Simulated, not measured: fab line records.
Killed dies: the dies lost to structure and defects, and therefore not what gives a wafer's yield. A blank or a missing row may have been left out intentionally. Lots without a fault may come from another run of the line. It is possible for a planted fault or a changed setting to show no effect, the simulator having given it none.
The same fault as seen by 2 desks || flow n5-finfet || every desk sees just its own numbers, and what lay behind them comes last

FOR THE TOOL OWNER'S DESK: pecvd-02
The tool's own readings at N5_BEOL_M3_ILD_DEP_00 (deposits SiOC from DEMS/O2, target thk 79 nm, time 15.3 s): means of the sampled wafers that have a number, for each lot that ran on this tool. If a lot's mean is further than 4 standard deviations from the usual mean, the lot is out of limits and carries the mark OUT (the distance appears in the brackets).
Columns: A = heater-power-outer-w at N5_BEOL_M3_ILD_DEP_00, usual 277 W; B = heater-power-w at N5_BEOL_M3_ILD_DEP_00, usual 509 W; C = showerhead-plenum-p-Torr at N5_BEOL_M3_ILD_DEP_00, usual 5.698 Torr; D = susceptor-temp-C at N5_BEOL_M3_ILD_DEP_00, usual 349.97 C; E = throttle-valve-pct at N5_BEOL_M3_ILD_DEP_00, usual 12.0 %
{"lot": "L455", "first seen here": "day 7 18:29", "A": 315, "B": 560, "C": 5.704, "D": "351.81 (+9.2) OUT", "E": 11.8}
{"lot": "L456", "first seen here": "day 8 12:35", "A": 336, "B": 605, "C": 5.707, "D": "351.69 (+8.6) OUT", "E": 12.0}
{"lot": "L469", "first seen here": "day 11 13:44", "A": 303, "B": 566, "C": 5.693, "D": 349.92, "E": 12.2}
{"lot": "L472", "first seen here": "day 11 22:05", "A": 330, "B": 592, "C": 5.704, "D": 350.19, "E": 12.2}
{"lot": "L473", "first seen here": "day 12 15:59", "A": 337, "B": 599, "C": 5.693, "D": 349.84, "E": 11.7}
Finding of this desk: L455, L456 out of limits; the first was L455 at day 7 18:29, on susceptor-temp-C at N5_BEOL_M3_ILD_DEP_00. L469, L472, L473: within limits.

AT THE METROLOGY DESK
Lot by lot, what the gauges showed, no matter which tool ran the lot: averages of those sampled wafers that carry a number. If a lot's mean is further than 4 standard deviations from the usual mean, the lot is out of limits and carries the mark OUT (the distance appears in the brackets). Only the readings that lie furthest out on some lot appear, 7 of the 10 it has.
Columns: A = DIBL_N at N5_BEOL_M4_RC_MEAS_101, usual 35.8 mV/V; B = DIBL_P at N5_BEOL_M4_RC_MEAS_101, usual 35.9 mV/V; C = IOFF_N at N5_BEOL_M4_RC_MEAS_101, usual 0.16 nA/um; D = ION_N at N5_BEOL_M4_RC_MEAS_101, usual 672 uA/um; E = SS_N at N5_BEOL_M4_RC_MEAS_101, usual 71.4 mV/dec; F = SS_P at N5_BEOL_M4_RC_MEAS_101, usual 73.2 mV/dec; G = VT_N at N5_BEOL_M4_RC_MEAS_101, usual 250 mV
{"lot": "L455", "first seen here": "day 8 20:38", "A": 35.9, "B": 37.3, "C": 0.18, "D": 675, "E": 71.5, "F": 73.3, "G": 249}
{"lot": "L456", "first seen here": "day 9 08:31", "A": 35.9, "B": 36.7, "C": 0.16, "D": 672, "E": 71.8, "F": 73.2, "G": 251}
{"lot": "L463", "first seen here": "day 11 11:02", "A": 36.1, "B": 36.3, "C": 0.16, "D": 674, "E": 71.1, "F": 73.2, "G": 250}
{"lot": "L464", "first seen here": "day 11 16:23", "A": 36.7, "B": 36.8, "C": 0.16, "D": 678, "E": 71.0, "F": 72.6, "G": 249}
{"lot": "L467", "first seen here": "day 12 01:48", "A": 33.3, "B": 33.8, "C": 0.11, "D": 663, "E": 70.5, "F": 72.4, "G": 253}
{"lot": "L469", "first seen here": "day 12 16:39", "A": 35.7, "B": 34.6, "C": 0.15, "D": 672, "E": 71.2, "F": 73.0, "G": 250}
{"lot": "L471", "first seen here": "day 12 18:34", "A": 35.4, "B": 36.7, "C": 0.16, "D": 672, "E": 71.9, "F": 73.0, "G": 249}
{"lot": "L472", "first seen here": "day 12 23:56", "A": 35.8, "B": 35.7, "C": 0.14, "D": 671, "E": 71.5, "F": 73.6, "G": 251}
{"lot": "L473", "first seen here": "day 13 21:09", "A": 35.6, "B": 34.1, "C": 0.13, "D": 676, "E": 70.8, "F": 72.7, "G": 251}
{"lot": "L474", "first seen here": "day 13 23:44", "A": 34.0, "B": 32.6, "C": 0.11, "D": 657, "E": 70.9, "F": 72.3, "G": 256}
This desk's verdict: no lot among the 10 shows anything out of limits.

PUT TOGETHER
On L455, L456, at day 7 18:29, an alarm was possible from the tool owner's desk.
From the metrology desk's view, nothing was out of limits.
The metrology desk holds a record of L455, L456, inside its limits.
The lots listed all ran N5_BEOL_M3_ILD_DEP_00 on pecvd-02.

WHAT HAD BEEN PUT IN BY THE SIMULATOR
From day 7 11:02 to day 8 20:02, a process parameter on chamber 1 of pecvd-02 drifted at N5_BEOL_M3_ILD_DEP_00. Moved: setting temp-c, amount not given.
Struck lots among those shown: L455, L456.
Delay in hours, fault start to first out-of-limits reading, by desk: the tool owner's desk at 7.
